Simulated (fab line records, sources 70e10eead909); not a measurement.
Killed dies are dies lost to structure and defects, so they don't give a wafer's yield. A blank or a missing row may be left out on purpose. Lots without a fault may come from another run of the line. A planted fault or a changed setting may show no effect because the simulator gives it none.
fab line records | flow nand_harc
record lots=6 wafers=18 last_day=34
route steps=1302 shown A_CONTACT@989 END@1302
lots that met no fault: from a run of the same line without faults
start_h: hours from the record's first day to the start of the lot's first wafer shown | wait_h: hours since the lot's step before | " the same as in the row above | L1.1+2: a row that stands for several wafers | - no value, or no start given | * or withheld: withheld | < > ~ a bound
route shown NAME@n: a module of which the file shows steps, and the number in the route of the first | usual: mean/standard deviation of fault-free wafers | same: alike in all rows | chamber/n: place in a boat | sites: the reading at each site | _std_site: their standard deviation | _edge_site: outer sites' mean less inner sites' | radius_mm: how far each site lies from the wafer's centre | mask NAME#n: copy n | behind: the tool/chamber that last shaped the wafer | hold: why the lot was held/for how many hours/how that ended | device: the transistor (n, p or np) that didn't switch | end of line: the same wafers' tests at the end of the route | a step without rows: its recipe alone | killed: dies lost to structure and defects at the first sort, not the wafer's yield | map: a wafer's dies, x killed, . not, _ none there
set.NAME: the setting as run; set.NAME@STEP: as run at that earlier step | model.NAME: the simulator's own value behind a step, which no gauge read
lots at some steps of the route; a table a step, a row a wafer
services: from which hour (start_h, from the record's first day; less than 0 if before it) a tool's chamber was out of use, for how many hours, and why
## steps
# step NHARC_A_CONTACT_COAT_34
# recipe temp_c=260 time_s=75
# step NHARC_A_CONTACT_COAT_35
# recipe temp_c=225 time_s=65
# step NHARC_A_CONTACT_COAT_36
# recipe spin_rpm=1500 resist_thk_nm=90
# step NHARC_A_CONTACT_SOFTBAKE_37
# recipe temp_c=105 time_s=55
# step NHARC_A_CONTACT_EBR_38
# step NHARC_A_CONTACT_EXPOSE_39
# recipe na=1.35 sigma_outer=0.8 dose_mj=58.79 mask_id=A_CC_3
# step NHARC_A_CONTACT_PEB_40
# recipe peb_temp_c=100 peb_time_s=65
# step NHARC_A_CONTACT_DEVELOP_41
# recipe develop_time_s=35 dev_temp_c=23
# step NHARC_A_CONTACT_CD_MEAS_42
# recipe target_cd_nm=300 landing_energy_ev=500
# usual cd_nm=299.9/0.6
# columns lot.wafer tool chamber start_h wait_h cd_nm
L916.1 cd_sem-03 0 507.25 - 299.4
L916.2 " 0 " " 300.3
L916.6 " 0 " " 300.2
L926.1 cd_sem-03 0 597.85 - 300.6
L926.3 " 0 " " 300.9
L926.6 " 0 " " 300.5
L927.3 cd_sem-03 0 628.82 - 298.9
L927.4 " 0 " " 300.3
L927.6 " 0 " " 298.5
L934.1 cd_sem-01 0 682.24 - 300.0
L934.4 " 0 " " 299.6
L934.6 " 0 " " 300.5
L937.1 cd_sem-02 0 707.01 - 299.8
L937.5 " 0 " " 299.8
L937.6 " 0 " " 299.9
L935.2 cd_sem-01 0 711.13 - 300.5
L935.3 " 0 " " 300.2
L935.5 " 0 " " 300.3
# step NHARC_A_CONTACT_OVL_MEAS_43
# usual overlay_x_nm=0.3/0.74 overlay_y_nm=-0.2/0.89
# columns lot.wafer tool chamber start_h wait_h overlay_x_nm overlay_y_nm
L916.1 overlay-02 - 507.34 - 0.9 -1.9
L916.2 " - " " 1.4 -1.4
L916.6 " - " " 0.6 -1.7
L926.1 overlay-01 - 597.94 - -0.5 -0.2
L926.3 " - " " -0.3 -0.2
L926.6 " - " " -0.7 0.0
L927.3 overlay-01 - 628.91 - 0.1 -0.4
L927.4 " - " " -0.7 -0.1
L927.6 " - " " -1.2 -0.5
L934.1 overlay-01 - 682.32 - 0.6 1.0
L934.4 " - " " 0.6 0.5
L934.6 " - " " 0.4 0.5
L937.1 overlay-02 - 707.09 - -0.1 -0.5
L937.5 " - " " -0.1 -0.2
L937.6 " - " " 0.5 0.0
L935.2 overlay-01 - 711.21 - 0.5 -1.5
L935.3 " - " " 0.1 -0.8
L935.5 " - " " 0.3 -1.4
# step NHARC_A_CONTACT_INSPECT_44
# usual raw_defect_count=87/49
# columns lot.wafer tool chamber start_h wait_h raw_defect_count
L916.1 defect_inspect-01 - 507.38 0.0 67
L916.2 " - " " 59
L916.6 " - " " 60
L926.1 defect_inspect-01 - 597.98 0.0 25
L926.3 " - " " 23
L926.6 " - " " 15
L927.3 defect_inspect-02 - 628.94 0.0 41
L927.4 " - " " 36
L927.6 " - " " 53
L934.1 defect_inspect-01 - 682.36 0.0 33
L934.4 " - " " 32
L934.6 " - " " 29
L937.1 defect_inspect-02 - 707.13 0.0 45
L937.5 " - " " 37
L937.6 " - " " 29
L935.2 defect_inspect-02 - 711.25 0.0 41
L935.3 " - " " 37
L935.5 " - " " 35
# step NHARC_A_CONTACT_DESCUM_47
# recipe time_s=3 o2_flow_sccm=200 ar_flow_sccm=0 bias_power_w=0 chemistry=O2
# usual drypump_motor_current_A=5.9/0.41 oes_product_au=0.999/0.015 rf_vpp_V=57.9/0.91 showerhead_plenum_p_Torr=1.94/0.091 throttle_valve_pct=11.313/0.0092
# columns lot.wafer tool chamber start_h wait_h drypump_motor_current_A oes_product_au rf_hours_counter_h rf_vpp_V showerhead_plenum_p_Torr throttle_valve_pct
L916.2 rie_diel-03 2 507.46 0.1 6.0 0.990 8 57.3 1.82 11.313
L916.1 " 0 " " 6.2 1.011 9 58.3 1.86 11.309
L916.6 " 2 " " 6.0 0.993 - 56.6 1.82 11.309
L926.1 rie_diel-02 1 598.05 0.1 5.2 1.020 4 57.1 1.90 11.307
L926.3 " 2 " " 5.9 0.981 4 57.3 1.82 11.327
L926.6 " 1 " " 5.2 1.005 - 57.2 1.90 11.314
L927.4 rie_diel-02 0 629.00 0.1 5.5 0.978 9 58.0 1.97 11.320
L927.3 " 2 " " 5.9 0.979 9 59.0 1.82 11.306
L927.6 " 0 " " 5.5 0.968 - 57.9 1.97 11.309
L934.1 rie_diel-13 1 682.42 0.1 6.4 0.995 50 57.5 2.05 11.318
L934.4 " 3 " " 5.6 0.995 57 57.5 2.06 11.323
L934.6 " 1 " " 6.4 0.995 - 57.5 2.05 11.310
L937.1 rie_diel-02 1 707.20 0.1 5.2 1.013 20 56.7 1.90 11.307
L937.5 " 0 " " 5.5 0.984 - 56.6 1.96 11.296
L937.6 " 1 " " 5.2 1.021 - 57.9 1.90 11.321
L935.2 rie_diel-13 3 711.32 0.1 5.6 1.019 2 58.8 2.05 11.330
L935.3 " 1 " " 6.4 1.001 2 56.5 2.04 11.325
L935.5 " 3 " " 5.6 1.019 - 59.6 2.05 11.311
# step NHARC_A_CONTACT_ETCH_48
# recipe target_depth_a=390 over_etch_frac=0.3 time_s=65 ion_energy_ev=80 cf4_flow_sccm=150 ar_flow_sccm=0 rf_w=300 bias_w=100 chemistry=CF4
# usual bias_w=100.01/0.28 cf4_flow_sccm=150.0/0.42 drypump_motor_current_A=5.9/0.4 oes_product_au=0.999/0.014 rf_vpp_V=151.5/1.2 run_length_s=86.3/0.46 showerhead_plenum_p_Torr=1.79/0.077 throttle_valve_pct=13.285/0.0092
# columns lot.wafer tool chamber start_h wait_h bias_w cf4_flow_sccm drypump_motor_current_A oes_product_au rf_hours_counter_h rf_vpp_V run_length_s showerhead_plenum_p_Torr throttle_valve_pct
L916.1 rie_diel-03 2 507.55 0.1 100.00 150.0 6.0 0.986 8 150.9 86.9 1.68 13.280
L916.2 " 3 " " 99.72 150.3 5.9 0.982 8 151.8 86.6 1.85 13.272
L916.6 " 0 " " 99.75 150.2 6.1 1.020 - 150.5 86.3 1.72 13.279
L926.3 rie_diel-02 0 598.13 0.1 - 150.2 5.5 0.982 3 150.2 66.3 1.82 13.290
L926.1 " 2 " " 100.22 149.6 5.9 0.973 4 149.8 86.6 1.69 13.277
L926.6 " 3 " " - 150.6 5.5 0.986 - 150.9 66.7 1.84 13.310
L927.3 rie_diel-02 2 629.09 0.1 - 149.5 5.9 0.979 9 150.2 66.6 1.69 13.262
L927.4 " 3 " " 99.80 149.6 5.6 0.989 9 151.9 86.4 1.84 13.276
L927.6 " 3 " " - 149.4 5.5 0.988 - 153.0 66.7 1.84 13.276
L934.4 rie_diel-13 2 682.51 0.1 99.24 149.7 6.4 1.014 54 150.2 86.4 1.74 13.287
L934.1 " 1 " " 99.54 149.6 6.4 0.975 50 151.9 85.6 1.88 13.297
L934.6 " 2 " " 100.00 149.4 6.4 1.008 - 150.0 86.3 1.74 13.274
L937.1 rie_diel-02 0 707.28 0.1 99.86 149.9 5.5 0.982 19 152.6 85.6 1.81 13.280
L937.5 " 3 " " 99.91 149.1 5.5 0.996 - 153.0 86.2 1.84 13.277
L937.6 " 0 " " 100.16 150.1 5.5 0.984 - 152.5 85.7 1.81 13.283
L935.3 rie_diel-13 0 711.40 0.1 100.13 150.4 6.3 0.996 1 151.2 87.1 1.79 13.300
L935.2 " 3 " " 100.32 149.7 5.6 1.007 2 152.1 86.0 1.89 13.288
L935.5 " 0 " " 100.32 149.9 6.3 1.008 - 151.4 86.7 1.79 13.292
# step NHARC_A_CONTACT_ETCH_49
# recipe target_depth_a=2600 over_etch_frac=0.3 time_s=475.3 ion_energy_ev=200 n2_flow_sccm=150 h2_flow_sccm=150 ar_flow_sccm=0 rf_w=400 bias_w=150 chemistry=N2/H2
# usual bias_w=150.0/0.43 drypump_motor_current_A=5.9/0.4 oes_product_au=0.999/0.015 rf_vpp_V=431.3/2.8 run_length_s=496.6/0.44 showerhead_plenum_p_Torr=2.07/0.1 throttle_valve_pct=14.172/0.0092
# columns lot.wafer tool chamber start_h wait_h bias_w drypump_motor_current_A oes_product_au rf_hours_counter_h rf_vpp_V run_length_s showerhead_plenum_p_Torr throttle_valve_pct
L916.1 rie_diel-03 1 - - 149.8 6.1 1.016 10 434.5 496.8 2.22 14.172
L916.2 " 2 " " 149.6 6.0 0.991 8 426.7 496.8 1.93 14.163
L916.6 " 1 " " 149.4 6.2 1.016 - 434.1 497.0 2.21 14.156
L926.3 rie_diel-02 0 - - 149.9 5.6 0.973 3 432.6 496.3 2.10 14.163
L926.1 " 2 " " 150.0 5.9 0.986 4 429.0 496.7 1.94 14.165
L926.6 " 3 " " 150.2 5.5 0.994 - 434.2 496.4 2.14 14.170
L927.4 rie_diel-02 2 - - 149.9 5.9 0.979 9 426.6 496.2 1.94 14.161
L927.3 " 0 " " 150.3 5.5 0.967 9 431.9 496.1 2.10 14.171
L927.6 " 3 " " 150.5 5.5 0.984 - 432.1 496.3 2.13 14.161
L934.4 rie_diel-13 1 - - 149.6 6.4 0.996 50 435.3 496.2 2.18 14.169
L934.1 " 2 " " 149.3 6.5 1.017 54 429.7 496.2 2.00 14.180
L934.6 " 0 " " 150.6 6.3 1.027 - 431.6 497.2 2.06 14.164
L937.1 rie_diel-02 2 - - 149.9 5.9 0.979 19 428.5 496.3 1.94 14.179
L937.6 " 2 " " 149.5 5.9 0.982 - 428.0 496.5 1.94 14.165
L937.5 " 3 " " 149.7 5.5 1.003 - 432.9 496.8 2.13 14.155
L935.3 rie_diel-13 0 - - 149.4 6.3 0.995 1 430.4 497.2 2.06 14.171
L935.2 " 1 " " 150.0 6.4 0.990 2 434.2 496.7 2.18 14.175
L935.5 " 2 " " 150.0 6.4 1.016 - 428.4 496.3 1.99 14.166
# step NHARC_END_SORT_01
# recipe temp_c=25
# usual killed_at_array=63/27 killed_at_other=0.7/1.2 killed_at_periphery=3.1/2 killed_dies=67/28 killed_open=3.0/1.9 killed_short=2.2/1.5
# same gross_dies=677
# columns lot.wafer tool chamber start_h wait_h killed_at_array killed_at_other killed_at_periphery killed_dies killed_open killed_short
L926.1 prober-02 0 669.58 2.5 30 3 1 34 3 4
L926.3 prober-02 0 671.18 3.1 608 1 0 609 3 1
L926.6 prober-02 0 673.58 4.0 589 0 2 591 4 5
L927.3 prober-01 0 700.84 3.1 602 0 1 603 1 1
L927.4 prober-01 0 701.64 3.4 43 0 0 43 4 3
L927.6 prober-01 0 703.23 4.0 597 0 1 598 3 1
L934.1 prober-01 0 765.21 2.5 31 1 2 34 2 1
L934.4 prober-01 0 767.60 3.4 31 0 1 32 2 0
L934.6 prober-01 0 769.19 4.0 24 1 2 27 1 3
# killed by level:class
L926.1 A_CHANNEL_HOLE_D1:chamber_film_flake=8 A_DECK1_JOINT:chamber_film_flake=4 A_SLIT:chamber_film_flake=4 A_CONTACT:chamber_film_flake=3 THIN_TSV:chamber_film_flake=3 A_M0:geometric_particle:short=2 A_BLC:chamber_film_flake=2 A_ONON_D1:geometric_particle:open=1
L926.3 A_CONTACT:area_etch=573 A_CHANNEL_HOLE_D1:chamber_film_flake=11 A_CONTACT:chamber_film_flake=7 A_SLIT:chamber_film_flake=3 A_ZERO_WELL:chamber_film_flake=2 A_DECK1_JOINT:chamber_film_flake=2 A_BLC:chamber_film_flake=2 A_CHANNEL_FILL_D1:geometric_particle:short=1
L926.6 A_CONTACT:area_etch=560 A_CHANNEL_HOLE_D1:chamber_film_flake=6 A_CONTACT:chamber_film_flake=4 A_SLIT:chamber_film_flake=3 A_DECK1_JOINT:chamber_film_flake=3 A_ONON_D1:geometric_particle:short=2 A_CHANNEL_FILL_D1:geometric_particle:open=2 A_STAIRCASE:chamber_film_flake=2
L927.3 A_CONTACT:area_etch=564 A_CHANNEL_HOLE_D2:chamber_film_flake=19 A_CHANNEL_HOLE_D1:chamber_film_flake=8 A_CONTACT:chamber_film_flake=7 A_CHANNEL_FILL_D1:geometric_particle:short=1 A_CHANNEL_FILL_D2:geometric_particle:open=1 P_CONTACT:chamber_film_flake=1 A_STAIRCASE:chamber_film_flake=1
L927.4 A_CHANNEL_HOLE_D2:chamber_film_flake=19 A_CONTACT:chamber_film_flake=8 A_CHANNEL_HOLE_D1:chamber_film_flake=3 A_SLIT:chamber_film_flake=3 A_ONON_D1:geometric_particle:open=2 A_STAIRCASE:chamber_film_flake=2 A_ONON_D1:geometric_particle:short=1 A_CHANNEL_FILL_D1:geometric_particle:short=1
L927.6 A_CONTACT:area_etch=548 A_CHANNEL_HOLE_D2:chamber_film_flake=25 A_CONTACT:chamber_film_flake=10 A_CHANNEL_HOLE_D1:chamber_film_flake=5 A_SLIT:chamber_film_flake=4 P_GATE:geometric_particle:open=1 A_CHANNEL_FILL_D1:geometric_particle:open=1 A_SGD_CUT:geometric_particle:open=1
L934.1 A_CHANNEL_HOLE_D1:chamber_film_flake=16 A_SLIT:chamber_film_flake=4 A_STAIRCASE:chamber_film_flake=3 A_DECK1_JOINT:chamber_film_flake=2 A_WL_FILL:chamber_film_flake=2 P_M0:geometric_particle:open=1 A_SGD_CUT:geometric_particle:open=1 A_WL_FILL:geometric_particle:short=1
L934.4 A_CHANNEL_HOLE_D1:chamber_film_flake=19 A_SLIT:chamber_film_flake=6 A_STAIRCASE:chamber_film_flake=2 A_SGD_CUT:geometric_particle:open=1 A_M0:geometric_particle:open=1 P_M1:chamber_film_flake=1 A_DECK1_JOINT:chamber_film_flake=1 A_CONTACT:chamber_film_flake=1
L934.6 A_CHANNEL_HOLE_D1:chamber_film_flake=11 A_SLIT:chamber_film_flake=6 A_SGD_CUT:geometric_particle:short=2 A_CONTACT:chamber_film_flake=2 P_CONTACT:geometric_particle:short=1 P_CONTACT:geometric_particle:open=1 A_DECK1_JOINT:chamber_film_flake=1 A_CHANNEL_HOLE_D2:chamber_film_flake=1
# map L926.3 (x killed, . not)
____________x____________
_________xxxxxxx_________
_______.xxxx.xxxxx_______
______xxx.xxxxx.xx.______
_____.xxxx.xxxxxxxxx_____
____xxxxxxxxxxxxxxxxx____
____.x.xxxxx...xxxxxx____
___xxxxxxxxxxxxxxxxxxx___
___xxxxxxx.xxxxxx.xxxx___
__.xxxxxxxxxxxxxxxxxxxx__
__xxxxxxxxxxxxxxx.xxxxx__
_xxxxxxxxxxxxxxxxxxxxxxx_
_.xxxxxxxxxxxxxxxxxxxxxx_
_xxxxxxxxxxxxxxxxxxxxxxx_
_.xxxx.xx.xxxxxxxxxx.xxx_
_.xxxxxxxxxxxxxxxxxxxxxx_
.xxxxxxxxxxxxxxxxxxxxxxxx
xxx.xxxxxx.xxxxxxxx.xxxxx
.xx..xxxxx.xxxxxxxxxxxxxx
...xxxxxxxxxxxxxxxxxxxxxx
xx.xx.xxxxxxxxxxxxxxxxxxx
_xxxxxxxxxxxxxxxxxxxxxxx_
_xxxx..xxxxxxxxxxxxxxxx._
_.x.xxxxxxxxxxxxxxxxxxxx_
_xxxxxx.xxxxxxxxxxxxxxxx_
_xxxxxx.xxxxxx.xxxxxxxxx_
__xxxxxx.xx.xx.xxxx.xxx__
__.x.xxxxx.xxxxxxxxxxxx__
___xxxx.xxxxxxxxxxxx.x___
___xxxxxx.xxx.xxxxxxxx___
____.xxxxxxx.xx.xxxxx____
____x.xxxxxxxxxxx.xx.____
_____xx.xxxxxxxxxxxx_____
______xxx.xxxxxxx..______
_______.xxxx.xxxxx_______
_________xx.xxxx_________
____________.____________
# map L927.3 (x killed, . not)
____________x____________
_________.xxxx.x_________
_______xxxxxxxxxxx_______
______xxxxx.xx.xx.x______
_____xxxx..xxxx.xxx._____
____x.xxxxxx.xxx.xxxx____
____.xxxxxxxx.xxxx.xx____
___xxxxxxxxxxxxxx.xxx.___
___xxxxxxxxxxxxxxxxxx.___
__xxxxxxxxxxxxxxxxxxx.x__
__xxxxxxxxxxxxxxxxx....__
_xxx.xxxxxxxxxxxxxxx.x.x_
_xxxxxxxxxxxxxxxxxxxxxx._
_xxxxxxxxxxxxxxxxxx.xx.._
_xxxxxxxxxxxxxxxxxxxxxx._
_xxxxxxxxxxxxxxxxxxx.xxx_
..xxxxxxxxxxxxxxxxxxxxxx.
xxxxxxxxxxxxxxxxxxxxxxx..
xxxxxxxxxxxxxxxxxxxxxx.x.
xxxxxxxxxxxxxxxxxxxxxxxx.
xxxxxxxxxxxxxxxxxxxxxxxxx
_xxxxxxxxxxxxxxxxxxxxxx._
_xxxxxxxxxxxxxxxxxxxx.xx_
_xxxx.xxxxx.xxxxxxxxxxxx_
_xxxxxxxxxxxxxxxxxxx.xx._
_xxx.xxxxxxxxxxxxxxxxxxx_
__xxxxxxxxxxxxxxxxxx.x.__
__xx.xxxxxxxxxxxxxxxxx.__
___xxxxxxxxxxxxx.x.xxx___
___xxxxxxxxxxxxxx.xx..___
____.xxxxxxxxxxxxxxx.____
____x.xxxxxx..xxx.x..____
_____.x.xxxxxxx.xxx._____
______xxxxxxxxxxxxx______
_______.xx.xxx...x_______
_________xxxxxx._________
____________x____________
## services
# columns tool chamber start_h hours kind
rie_diel-02 0 500.82 - clean
rie_diel-02 1 500.82 - clean
rie_diel-02 2 500.82 - clean
rie_diel-02 3 500.82 - clean
rie_diel-02 3 505.76 4.4 repair
rie_diel-13 1 511.94 4.5 repair
rie_diel-13 - 519.68 9.0 pm
rie_diel-02 0 525.32 - clean
rie_diel-02 1 525.32 - clean
rie_diel-02 2 525.32 - clean
rie_diel-02 3 525.32 - clean
rie_diel-02 0 549.82 - clean
rie_diel-02 1 549.82 - clean
rie_diel-02 2 549.82 - clean
rie_diel-03 3 568.58 8.0 repair
rie_diel-02 - 570.79 9.0 pm
rie_diel-13 0 613.37 7.5 repair
rie_diel-03 1 628.30 3.7 repair
rie_diel-13 0 632.18 10.7 repair
rie_diel-03 - 637.51 9.0 pm
rie_diel-13 1 639.12 3.0 repair
rie_diel-02 0 646.66 9.8 repair
rie_diel-02 3 671.29 9.8 repair
rie_diel-13 - 696.68 9.0 pm
## key
first_sign step=NHARC_A_CONTACT_ETCH_48 reading=run_length_s direction=down sigmas=43 usual=* struck=*
effect step=NHARC_END_SORT_01 reading=killed_at_array direction=up sigmas=20 usual=63 struck=599
more_kills_born_at NHARC_A_CONTACT_ETCH_48@rie_diel-02=2245
met_at NHARC_A_CONTACT_ETCH_48
struck_wafers L926.3,L926.6,L927.3,L927.6
later_rows_left_out L926.3,L926.6,L927.3,L927.6
tester_left_out L926,L927
fault kind=process_parameter_drift tool=rie_diel-02 chamber=- onset_h=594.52 steps=NHARC_A_CONTACT_ETCH_48 channel=time_s offset=* shape=step end_h=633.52 scope=struck_wafers_only acts_in=* stated=*
# tester_left_out: of these lots the tester's yield and bins aren't shown, on N5 and GAA mostly nor the transistor test; their killed dies are dies lost to structure and defects alone, not to doping, threshold or leakage, so they don't give the yield
# later_rows_left_out: the simulator's readings of these wafers behind a module that went badly wrong aren't trusted and aren't shown, but for the sort
